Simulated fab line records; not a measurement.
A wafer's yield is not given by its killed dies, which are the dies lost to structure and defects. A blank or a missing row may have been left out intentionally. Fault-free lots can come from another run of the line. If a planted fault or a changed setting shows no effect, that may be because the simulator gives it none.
Which of the tools did it? / flow nand_harc / 12 lots with 36 wafers sampled at 4 steps, on a route of 1302 steps

== WHAT THE GAUGES SHOWED, per wafer ==
NHARC_A_SGD_CUT_INSPECT_25.
lot=L074; measured=day 19 03:26; on=defect_inspect-02; raw_defect_count=308 356 338
lot=L076; measured=day 20 05:52; on=defect_inspect-01; raw_defect_count=435 338 431
lot=L080; measured=day 21 04:25; on=defect_inspect-01; raw_defect_count=314 364 360
lot=L079; measured=day 22 06:40; on=defect_inspect-01; raw_defect_count=289 272 490
lot=L083; measured=day 23 01:58; on=defect_inspect-01; raw_defect_count=401 524 389
lot=L085; measured=day 24 10:29; on=defect_inspect-01; raw_defect_count=354 379 438
lot=L086; measured=day 24 19:49; on=defect_inspect-01; raw_defect_count=397 532 325
lot=L089; measured=day 25 11:23; on=defect_inspect-01; raw_defect_count=364 261 308
lot=L091; measured=day 26 05:46; on=defect_inspect-01; raw_defect_count=353 333 428
lot=L092; measured=day 26 16:12; on=defect_inspect-01; raw_defect_count=358 368 431
lot=L095; measured=day 27 22:36; on=defect_inspect-02; raw_defect_count=329 288 346
lot=L096; measured=day 28 13:38; on=defect_inspect-02; raw_defect_count=290 344 422

== TOOL THAT RAN EACH LOT (tool first, then ch and the chambers of the sampled wafers, then the start) ==
lot=L074; NHARC_A_STAIRCASE_ALD_415=ald_hk-04 ch 2,3, day 17 01:26; NHARC_A_STAIRCASE_CMP_152=cmp-03 ch 0,2, day 18 18:08; NHARC_A_STAIRCASE_CMP_472=cmp-02 ch 1,2, day 18 19:31
lot=L076; NHARC_A_STAIRCASE_ALD_415=ald_hk-01 ch 0,2,3, day 18 01:38; NHARC_A_STAIRCASE_CMP_152=cmp-03 ch 0,1,3, day 19 20:32; NHARC_A_STAIRCASE_CMP_472=cmp-03 ch 0,1,2, day 19 21:55
lot=L080; NHARC_A_STAIRCASE_ALD_415=ald_hk-01 ch 1,2,3, day 18 23:42; NHARC_A_STAIRCASE_CMP_152=cmp-03 ch 0,1,3, day 20 19:11; NHARC_A_STAIRCASE_CMP_472=cmp-04 ch 0,1,2, day 20 20:44
lot=L079; NHARC_A_STAIRCASE_ALD_415=ald_hk-04 ch 0,1, day 19 23:47; NHARC_A_STAIRCASE_CMP_152=cmp-03 ch 0,1,3, day 21 21:43; NHARC_A_STAIRCASE_CMP_472=cmp-02 ch 1,3, day 21 23:14
lot=L083; NHARC_A_STAIRCASE_ALD_415=ald_hk-01 ch 1,2,3, day 20 18:09; NHARC_A_STAIRCASE_CMP_152=cmp-04 ch 1,2,3, day 22 17:55; NHARC_A_STAIRCASE_CMP_472=cmp-04 ch 1,2,3, day 22 19:17
lot=L085; NHARC_A_STAIRCASE_ALD_415=ald_hk-03 ch 0,3, day 22 01:07; NHARC_A_STAIRCASE_CMP_152=cmp-03 ch 0,1, day 24 01:03; NHARC_A_STAIRCASE_CMP_472=cmp-02 ch 0,2,3, day 24 02:33
lot=L086; NHARC_A_STAIRCASE_ALD_415=ald_hk-04 ch 0,2,3, day 22 08:19; NHARC_A_STAIRCASE_CMP_152=cmp-04 ch 0,3, day 24 09:10; NHARC_A_STAIRCASE_CMP_472=cmp-02 ch 1,2,3, day 24 10:34
lot=L089; NHARC_A_STAIRCASE_ALD_415=ald_hk-04 ch 0,2,3, day 23 05:29; NHARC_A_STAIRCASE_CMP_152=cmp-03 ch 0,1, day 25 01:46; NHARC_A_STAIRCASE_CMP_472=cmp-02 ch 0,1,2, day 25 03:37
lot=L091; NHARC_A_STAIRCASE_ALD_415=ald_hk-01 ch 0,2,3, day 24 00:05; NHARC_A_STAIRCASE_CMP_152=cmp-02 ch 0,1,2, day 25 20:39; NHARC_A_STAIRCASE_CMP_472=cmp-03 ch 1,2,3, day 25 22:04
lot=L092; NHARC_A_STAIRCASE_ALD_415=ald_hk-04 ch 0,2, day 24 14:10; NHARC_A_STAIRCASE_CMP_152=cmp-03 ch 0,2, day 26 06:37; NHARC_A_STAIRCASE_CMP_472=cmp-02 ch 1,2,3, day 26 08:03
lot=L095; NHARC_A_STAIRCASE_ALD_415=ald_hk-03 ch 1,2,3, day 25 14:46; NHARC_A_STAIRCASE_CMP_152=cmp-04 ch 0,1,2, day 27 11:49; NHARC_A_STAIRCASE_CMP_472=cmp-04 ch 0,1,2, day 27 13:24
lot=L096; NHARC_A_STAIRCASE_ALD_415=ald_hk-04 ch 0,2,3, day 26 06:06; NHARC_A_STAIRCASE_CMP_152=cmp-03 ch 1,2, day 28 04:02; NHARC_A_STAIRCASE_CMP_472=cmp-02 ch 1,2,3, day 28 05:27
- NHARC_A_STAIRCASE_ALD_415: deposits SiO2, target thk 30 nm, pulse time 6 s, ald cycles 300.
- NHARC_A_STAIRCASE_CMP_152: polishes.
- NHARC_A_STAIRCASE_CMP_472: polishes SiO2.

== THE ANSWER, worked out from the rows above alone ==
Rule: the lots themselves supply what counts as usual. The widest of any qualifying gaps counts: lots, ordered by their means at a reading, are off when they make up no more than a third of the lots, leave a main group of 4 or more, and stand apart from it by 3 or more times the standard deviation of that group's means. The tables above print the reading to a certain number of digits; a main group whose means all agree to those digits is not used. Also off: a lot with no number at a reading for which 4 or more lots have one. The other lots that the step has rows for count as sound.
No lot is off at any reading shown: from this, nothing can be told.

== WHAT THE SIMULATOR HAD INSERTED ==
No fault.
